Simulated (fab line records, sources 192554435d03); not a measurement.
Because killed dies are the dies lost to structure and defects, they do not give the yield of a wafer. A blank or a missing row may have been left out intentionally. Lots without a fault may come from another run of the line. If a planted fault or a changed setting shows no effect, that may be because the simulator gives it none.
Split-lot study || flow n5_finfet || route with 1938 steps; 7 lots, 21 wafers read

## SPLIT DETAILS
At N5_BEOL_M8_ETCH_62 (etches SOC in N2/H2, target depth 110 nm, overetch 22 nm, time 165 s), the setting source_w was moved away from the recipe's 840 W on 9 of the 21 wafers read, by -14.8% to -6.0%. All remaining wafers had this setting at the recipe value.

The split's own step is where the reading is taken.

## THE READING
rf_vpp_V, in V, at N5_BEOL_M8_ETCH_62 (etches SOC in N2/H2, target depth 110 nm, overetch 22 nm, time 165 s). A value of 524.0 V with a standard deviation of 2.7 V is what fault-free wafers of this fab line usually give.

{"wafer": "L075.1", "tool, chamber at the split": "rie_diel-03, 0", "source_w as run, W": 840, "against the recipe": "recipe", "rf_vpp_V, V": 527.7, "against lot-mates on the recipe": "-"}
{"wafer": "L075.2", "tool, chamber at the split": "rie_diel-03, 1", "source_w as run, W": 840, "against the recipe": "recipe", "rf_vpp_V, V": 523.0, "against lot-mates on the recipe": "-"}
{"wafer": "L075.4", "tool, chamber at the split": "rie_diel-03, 2", "source_w as run, W": 840, "against the recipe": "recipe", "rf_vpp_V, V": 523.8, "against lot-mates on the recipe": "-"}
{"wafer": "L082.2", "tool, chamber at the split": "rie_diel-05, 1", "source_w as run, W": 840, "against the recipe": "recipe", "rf_vpp_V, V": 522.9, "against lot-mates on the recipe": "-"}
{"wafer": "L082.3", "tool, chamber at the split": "rie_diel-05, 2", "source_w as run, W": 840, "against the recipe": "recipe", "rf_vpp_V, V": 520.6, "against lot-mates on the recipe": "-"}
{"wafer": "L082.5", "tool, chamber at the split": "rie_diel-05, 3", "source_w as run, W": 840, "against the recipe": "recipe", "rf_vpp_V, V": 526.9, "against lot-mates on the recipe": "-"}
{"wafer": "L085.4", "tool, chamber at the split": "rie_diel-01, 2", "source_w as run, W": 772.8, "against the recipe": "-8.0%", "rf_vpp_V, V": 543.1, "against lot-mates on the recipe": "no lot-mate on the recipe"}
{"wafer": "L085.5", "tool, chamber at the split": "rie_diel-01, 2", "source_w as run, W": 772.8, "against the recipe": "-8.0%", "rf_vpp_V, V": 545.5, "against lot-mates on the recipe": "no lot-mate on the recipe"}
{"wafer": "L085.6", "tool, chamber at the split": "rie_diel-01, 1", "source_w as run, W": 772.8, "against the recipe": "-8.0%", "rf_vpp_V, V": 541.1, "against lot-mates on the recipe": "no lot-mate on the recipe"}
{"wafer": "L086.2", "tool, chamber at the split": "rie_diel-01, 0", "source_w as run, W": 840, "against the recipe": "recipe", "rf_vpp_V, V": 525.3, "against lot-mates on the recipe": "-"}
{"wafer": "L086.3", "tool, chamber at the split": "rie_diel-01, 1", "source_w as run, W": 779.2, "against the recipe": "-7.2%", "rf_vpp_V, V": 539.7, "against lot-mates on the recipe": "+14.4"}
{"wafer": "L086.4", "tool, chamber at the split": "rie_diel-01, 2", "source_w as run, W": 779.2, "against the recipe": "-7.2%", "rf_vpp_V, V": 541.6, "against lot-mates on the recipe": "+16.3"}
{"wafer": "L087.1", "tool, chamber at the split": "rie_diel-05, 1", "source_w as run, W": 840, "against the recipe": "recipe", "rf_vpp_V, V": 524.8, "against lot-mates on the recipe": "-"}
{"wafer": "L087.2", "tool, chamber at the split": "rie_diel-05, 2", "source_w as run, W": 715.5, "against the recipe": "-14.8%", "rf_vpp_V, V": 550.0, "against lot-mates on the recipe": "+25.2"}
{"wafer": "L087.6", "tool, chamber at the split": "rie_diel-05, 1", "source_w as run, W": 715.5, "against the recipe": "-14.8%", "rf_vpp_V, V": 551.6, "against lot-mates on the recipe": "+26.8"}
{"wafer": "L089.1", "tool, chamber at the split": "rie_diel-01, 0", "source_w as run, W": 840, "against the recipe": "recipe", "rf_vpp_V, V": 525.6, "against lot-mates on the recipe": "-"}
{"wafer": "L089.2", "tool, chamber at the split": "rie_diel-01, 2", "source_w as run, W": 840, "against the recipe": "recipe", "rf_vpp_V, V": 526.4, "against lot-mates on the recipe": "-"}
{"wafer": "L089.4", "tool, chamber at the split": "rie_diel-01, 3", "source_w as run, W": 840, "against the recipe": "recipe", "rf_vpp_V, V": 521.4, "against lot-mates on the recipe": "-"}
{"wafer": "L091.1", "tool, chamber at the split": "rie_diel-03, 3", "source_w as run, W": 789.6, "against the recipe": "-6.0%", "rf_vpp_V, V": 531.2, "against lot-mates on the recipe": "+7.3"}
{"wafer": "L091.4", "tool, chamber at the split": "rie_diel-03, 1", "source_w as run, W": 789.6, "against the recipe": "-6.0%", "rf_vpp_V, V": 532.8, "against lot-mates on the recipe": "+8.9"}
{"wafer": "L091.6", "tool, chamber at the split": "rie_diel-03, 1", "source_w as run, W": 840, "against the recipe": "recipe", "rf_vpp_V, V": 523.9, "against lot-mates on the recipe": "-"}

THE FIT
A straight line over all 21 wafers: rf_vpp_V changes by -1.92 V for each +1% of source_w; r = -0.96; the points scatter about the line by 2.8 V.
The same after taking each lot's own level away (the mean of its wafers on the recipe; 18 wafers): -1.77 V for each +1%; r = -0.97; scatter 2.2 V.
According to that fit, moving source_w by its largest amount changes the reading by 26 V.
From 523.47 to 525.30 V: that is the span of the lots' own levels, equal to 0.7 times the standard deviation above.
Consequently the slope shifts little with the lot-to-lot level, the two slopes agreeing.
Check: for one of the wafers moved furthest among these (-14.8%), held out of the fit, the line's prediction against its lot-mates is +26.8 V. It came out at +25.2 V against them.
Tool readings at the split's step, against how far the setting was moved: rf_vpp_V r = -0.96.

## THE OTHER SPLITS THESE WAFERS WENT THROUGH
These wafers also went through other splits before the reading. Each is held against what the fit with the lots' levels taken away leaves over:
{"other split on the same wafers": "N5_BEOL_M7_DESCUM_33 time_s", "wafers away from the commonest value": 5, "r with rf_vpp_V (lot level and that fit taken away)": "+0.29"}
{"other split on the same wafers": "N5_BEOL_M8_ETCH_61 bias_w", "wafers away from the commonest value": 9, "r with rf_vpp_V (lot level and that fit taken away)": "+0.05"}

## THE FILE'S OWN FIT
rf_vpp_V changes by -1.77 V for each +1% of source_w, r = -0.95.
